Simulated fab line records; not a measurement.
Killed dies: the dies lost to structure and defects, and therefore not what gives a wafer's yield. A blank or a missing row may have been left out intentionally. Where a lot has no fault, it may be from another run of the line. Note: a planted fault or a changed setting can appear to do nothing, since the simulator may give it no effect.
The tool behind it: which one? | flow nandHarc | 12 lots, 36 wafers sampled, at 6 steps of a route of 1302

WHAT THE GAUGES SHOWED, per wafer
NHARC_THIN_TSV_CD_MEAS_37. Usual: 5000.2 nm for cdNm, sd 2.6.
lot  | measured     | on       | cdNm (nm)            | flag
L417 | day 24 19:04 | cdSem-02 | 5006.2 5005.4 4997.0 | 
L414 | day 24 20:13 | cdSem-01 | 4998.4 4993.9 4997.6 | 
L418 | day 25 06:41 | cdSem-03 | 5001.6 5000.4 5001.8 | 
L419 | day 25 07:40 | cdSem-03 | 5001.1 4997.3 5002.9 | 
L423 | day 28 07:23 | cdSem-01 | 5002.5 5003.1 5000.8 | 
L424 | day 28 13:31 | cdSem-01 | 5001.5 5002.1 4998.1 | 
L431 | day 31 03:04 | cdSem-03 | 5002.7 5004.5 4999.7 | 
L433 | day 31 23:28 | cdSem-03 | 5000.1 5014.1 5014.5 | OFF
L434 | day 32 19:29 | cdSem-02 | 5018.2 5003.6 5017.7 | OFF
L436 | day 32 20:44 | cdSem-02 | 5001.3 5000.6 5002.7 | 
L435 | day 33 02:06 | cdSem-01 | 5000.4 4997.9 5002.6 | 
L437 | day 33 21:22 | cdSem-01 | 5000.7 5000.6 4997.9 | 

NHARC_END_SORT_01. Usual: value, then standard deviation, for each; defectLimitedYield 90.1 % / 2.6; killedAtArray 63 / 17; killedAtOther 0.8 / 1.1; killedAtPeriphery 3.5 / 3; killedDies 67 / 17; killedOpen 3.1 / 1.6; killedShort 2.6 / 1.4.
lot  | measured     | on        | defectLimitedYield (%) | killedAtArray | killedAtOther | killedAtPeriphery | killedDies | killedOpen | killedShort | flag
L414 | day 25 04:38 | prober-02 | 88.9 88.3 89.1         | 70 75 72      | 0 1 0         | 5 3 2             | 75 79 74   | 3 4 7      | 1 6 4       | 
L419 | day 25 21:46 | prober-01 | 95.3 96.2 96.5         | 27 19 17      | 0 1 0         | 5 6 7             | 32 26 24   | 2 5 2      | 5 2 2       | 
L423 | day 28 15:37 | prober-01 | 90.8 91.4 90.3         | 61 54 63      | 0 2 1         | 1 2 2             | 62 58 66   | 2 3 2      | 2 1 5       | 
L434 | day 33 03:55 | prober-02 | 0 89.1 0               | 61 72 59      | 612 0 613     | 4 2 5             | 677 74 677 | 6 1 2      | 4 5 3       | OFF

WHICH TOOL RAN EACH LOT (tool, then ch and the chambers of the sampled wafers, then the start)
lot  | NHARC_THIN_TSV_DEGAS_49     | NHARC_THIN_TSV_ANNEAL_52        | NHARC_THIN_TSV_DESCUM_35          | NHARC_THIN_TSV_ETCH_59
L417 | pvdSputter-01, day 24 14:33 | rtpAnneal-01 ch 0, day 24 15:52 | rieDiel-09 ch 1,2, day 24 17:47   | rieMetal-02 ch 0,1, day 24 18:01
L414 | pvdSputter-02, day 24 15:45 | rtpAnneal-02 ch 0, day 24 16:56 | rieDiel-13 ch 0,1,3, day 24 18:58 | rieMetal-01 ch 1, day 24 19:06
L418 | pvdSputter-03, day 25 02:13 | rtpAnneal-01 ch 0, day 25 03:24 | rieDiel-13 ch 0,2,3, day 25 05:25 | rieMetal-03 ch 1, day 25 05:34
L419 | pvdSputter-03, day 25 03:14 | rtpAnneal-02 ch 0, day 25 04:30 | rieDiel-09 ch 0,2,3, day 25 06:25 | rieMetal-02 ch 0,1, day 25 06:37
L423 | pvdSputter-02, day 28 02:47 | rtpAnneal-02 ch 0, day 28 03:59 | rieDiel-09 ch 1,2,3, day 28 06:08 | rieMetal-01 ch 0,1, day 28 06:14
L424 | pvdSputter-01, day 28 09:05 | rtpAnneal-02 ch 0, day 28 10:22 | rieDiel-10 ch 0,1,2, day 28 12:16 | rieMetal-02 ch 0,1, day 28 12:26
L431 | pvdSputter-01, day 30 22:37 | rtpAnneal-02 ch 0, day 30 23:50 | rieDiel-09 ch 0,1,3, day 31 01:48 | rieMetal-01 ch 0,1, day 31 01:54
L433 | pvdSputter-03, day 31 18:38 | rtpAnneal-01 ch 0, day 31 19:56 | rieDiel-10 ch 0,3, day 31 21:56   | rieMetal-03 ch 0, day 31 22:13
L434 | pvdSputter-03, day 32 15:01 | rtpAnneal-01 ch 0, day 32 16:16 | rieDiel-13 ch 1,2, day 32 18:13   | rieMetal-03 ch 0,1, day 32 18:20
L436 | pvdSputter-03, day 32 16:10 | rtpAnneal-02 ch 0, day 32 17:28 | rieDiel-09 ch 0,2,3, day 32 19:28 | rieMetal-01 ch 0,1, day 32 19:35
L435 | pvdSputter-03, day 32 21:33 | rtpAnneal-02 ch 0, day 32 22:46 | rieDiel-13 ch 0,1,2, day 33 00:50 | rieMetal-02 ch 0, day 33 00:57
L437 | pvdSputter-03, day 33 16:45 | rtpAnneal-01 ch 0, day 33 17:59 | rieDiel-13 ch 1,2,3, day 33 20:04 | rieMetal-01 ch 0,1, day 33 20:11
- NHARC_THIN_TSV_DEGAS_49: time 120 s.
- NHARC_THIN_TSV_ANNEAL_52: time 90 s.
- NHARC_THIN_TSV_DESCUM_35: chemistry O2, time 3 s.
- NHARC_THIN_TSV_ETCH_59: etches the open film in Cl2/BCl3, target depth 880 nm, time 138.1 s.

WHAT THE TOOLS THEMSELVES READ (means of the sampled wafers that have a number; where no wafer has one, the mark that the record gives instead)
NHARC_THIN_TSV_DEGAS_49. Usual: 485 W for heaterPowerW, sd 32.
lot  | tool          | heaterPowerW (W) | flag
L417 | pvdSputter-01 | 480              | 
L414 | pvdSputter-02 | 507              | 
L418 | pvdSputter-03 | 501              | 
L419 | pvdSputter-03 | 487              | 
L423 | pvdSputter-02 | 474              | 
L424 | pvdSputter-01 | 487              | 
L431 | pvdSputter-01 | 497              | 
L433 | pvdSputter-03 | 488              | 
L434 | pvdSputter-03 | 495              | 
L436 | pvdSputter-03 | 479              | 
L435 | pvdSputter-03 | 486              | 
L437 | pvdSputter-03 | 473              | 

NHARC_THIN_TSV_ANNEAL_52. Usual: 226.07 for wafer_temp_C_max, sd 0.24.
lot  | tool         | wafer_temp_C_max | flag
L417 | rtpAnneal-01 | 226.04           | 
L414 | rtpAnneal-02 | 226.27           | 
L418 | rtpAnneal-01 | 225.90           | 
L419 | rtpAnneal-02 | 225.80           | 
L423 | rtpAnneal-02 | 226.13           | 
L424 | rtpAnneal-02 | 226.09           | 
L431 | rtpAnneal-02 | 226.10           | 
L433 | rtpAnneal-01 | 226.08           | 
L434 | rtpAnneal-01 | 225.86           | 
L436 | rtpAnneal-02 | 226.08           | 
L435 | rtpAnneal-02 | 225.90           | 
L437 | rtpAnneal-01 | 226.30           | 

NHARC_THIN_TSV_DESCUM_35. Usual: drypumpMotorCurrentA 5.9 A, standard deviation 0.4; oesProductAu 0.999 a.u., standard deviation 0.0098; rfVppV 57.8 V, standard deviation 0.98; showerheadPlenumPTorr 1.93 Torr, standard deviation 0.1; throttleValvePct 11.311 %, standard deviation 0.0099.
lot  | tool       | drypumpMotorCurrentA (A) | oesProductAu (a.u.) | rfVppV (V) | showerheadPlenumPTorr (Torr) | throttleValvePct (%) | flag
L417 | rieDiel-09 | 6.2                      | 1.014               | 57.5       | 1.98                         | 11.311               | 
L414 | rieDiel-13 | 6.0                      | 1.002               | 58.2       | 1.94                         | 11.320               | 
L418 | rieDiel-13 | 5.7                      | 0.993               | 57.6       | 1.88                         | 11.310               | 
L419 | rieDiel-09 | 6.0                      | 1.002               | 58.4       | 1.99                         | 11.308               | 
L423 | rieDiel-09 | 6.1                      | 0.997               | 58.8       | 2.02                         | 11.303               | 
L424 | rieDiel-10 | 5.5                      | 0.988               | 57.8       | 1.92                         | 11.308               | 
L431 | rieDiel-09 | 6.1                      | 0.999               | 57.6       | 1.95                         | 11.310               | 
L433 | rieDiel-10 | 5.8                      | 1.008               | 57.8       | 1.79                         | 11.321               | 
L434 | rieDiel-13 | 5.7                      | 0.998               | 57.0       | 1.83                         | 11.319               | 
L436 | rieDiel-09 | 6.0                      | 0.994               | 59.0       | 1.99                         | 11.310               | 
L435 | rieDiel-13 | 5.7                      | 1.003               | 57.9       | 1.85                         | 11.315               | 
L437 | rieDiel-13 | 6.0                      | 0.999               | 58.2       | 1.91                         | 11.320               | 

NHARC_THIN_TSV_ETCH_59. Usual: drypumpMotorCurrentA 5.8 A, standard deviation 0.51; mfcCl2Sccm 59.97 sccm, standard deviation 0.21; oesProductAu 0.997 a.u., standard deviation 0.0083; rfFwdPowerW 896 W, standard deviation 3.1; throttleValvePct 22.263 %, standard deviation 0.0093.
lot  | tool        | drypumpMotorCurrentA (A) | mfcCl2Sccm (sccm) | oesProductAu (a.u.) | rfFwdPowerW (W) | throttleValvePct (%) | flag
L417 | rieMetal-02 | 5.4                      | 60.07             | 0.996               | 895             | 22.266               | 
L414 | rieMetal-01 | 6.2                      | 59.98             | 0.998               | 897             | 22.252               | 
L418 | rieMetal-03 | 6.6                      | 59.88             | 0.990               | 895             | 22.270               | 
L419 | rieMetal-02 | 5.4                      | 59.87             | 1.004               | 897             | 22.259               | 
L423 | rieMetal-01 | 5.9                      | 59.88             | 0.998               | 897             | 22.259               | 
L424 | rieMetal-02 | 5.1                      | 59.87             | 1.006               | 897             | 22.262               | 
L431 | rieMetal-01 | 5.7                      | 59.94             | 1.003               | 895             | 22.266               | 
L433 | rieMetal-03 | 6.0                      | 60.00             | 0.813               | 892             | 22.267               | OFF
L434 | rieMetal-03 | 6.2                      | 59.94             | 0.816               | 894             | 22.266               | OFF
L436 | rieMetal-01 | 5.7                      | 60.21             | 1.002               | 898             | 22.262               | 
L435 | rieMetal-02 | 4.9                      | 59.99             | 0.992               | 893             | 22.257               | 
L437 | rieMetal-01 | 5.9                      | 59.96             | 1.002               | 896             | 22.268               | 

THE ANSWER, worked out from the rows above alone
Rule: take the mean of a lot's wafers that have a number; if it is more than 3 standard deviations from the usual mean, the lot is off. A lot without any number at a reading at which 4 lots or more have one is off too. Where the step has rows for the other lots, those lots are counted as sound. First the gauges in route order, then the tools' own readings, where a lot's mean is used as printed above. At the first step where some lot is off, the reading lying furthest off is the one used; lots without a number count as furthest.
Off: L433, L434 (NHARC_THIN_TSV_CD_MEAS_37, cdNm).
If a tool, at a process step before that reading, ran all the lots that are off and no sound lot after the first of them, it fits. The gauges at NHARC_THIN_TSV_CD_MEAS_37 aren't tried: what is off there is off at NHARC_THIN_TSV_ETCH_59 too, on other tools, and a gauge's error can't cause that. One fits: NHARC_THIN_TSV_ETCH_59 on rieMetal-03. Its last sound lot is L418 (day 25 05:34), its first lot that is off L433 (day 31 22:13): a fault that began between those two fits.
On the lots that are off, the tool's own readings at NHARC_THIN_TSV_ETCH_59 differ by more than 5 times the standard deviation of the sound lots' means, which bears it out; oesProductAu reads 0.815 a.u. there versus 0.999 a.u. on the sound lots.

WHAT THE SIMULATOR HAD PUT IN
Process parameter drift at NHARC_THIN_TSV_ETCH_59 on rieMetal-03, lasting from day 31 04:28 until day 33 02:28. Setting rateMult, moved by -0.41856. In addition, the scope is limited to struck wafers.
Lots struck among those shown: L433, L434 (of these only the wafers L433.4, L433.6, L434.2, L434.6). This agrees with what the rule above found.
